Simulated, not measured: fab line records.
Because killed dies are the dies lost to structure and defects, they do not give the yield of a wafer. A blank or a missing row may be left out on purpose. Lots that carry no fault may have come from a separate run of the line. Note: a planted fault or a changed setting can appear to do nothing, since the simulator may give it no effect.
Matching of chambers	flow n5_finfet	N5_BEOL_M5_CO_CAP_78 on cvd_co-02: 3 sister chambers
The step material Co, precursor CCTBA/H2, target thk 2 nm, time 102.1 s. 6 wafers are shown with their chamber, then 7 later ones without.

WAFERS PAIRED WITH THEIR CHAMBERS
wafer	chamber	heater_power_w (W)
L228.6	1	230
L231.6	1	231
L234.4	2	251
L234.6	0	214
L243.2	0	223
L243.4	2	257

WAFERS WITHOUT THEIR CHAMBER
wafer	heater_power_w (W)
L243.6	229
L244.3	222
L244.5	233
L244.6	259
L246.1	259
L246.4	264
L246.5	222

WHICH CHAMBER EACH WENT THROUGH
wafer	from the rows above	in truth
L243.6	1	1
L244.3	can't be placed: 0 or 1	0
L244.5	1	1
L244.6	2	2
L246.1	2	2
L246.4	2	2
L246.5	can't be placed: 0 or 1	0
Correctly placed: 5 of 7. Unplaceable from these rows: 2, with the true chamber sitting among the candidates in 2. Wrongly placed: 0.
How it was worked out, from the rows above alone: a wafer's distance from a chamber is the root of the sum, over the readings, of the square of ((its reading less the chamber's mean) divided by the reading's scatter). The wafer belongs to the nearest chamber; if the next one is less than 2 further off, it can't be placed. For every chamber, the mean is computed from those of its wafers that are shown. How the scatter is found: for the shown wafers, subtract from each reading the mean of its chamber, square and add these, divide the total by (wafers less chambers), then take the root.
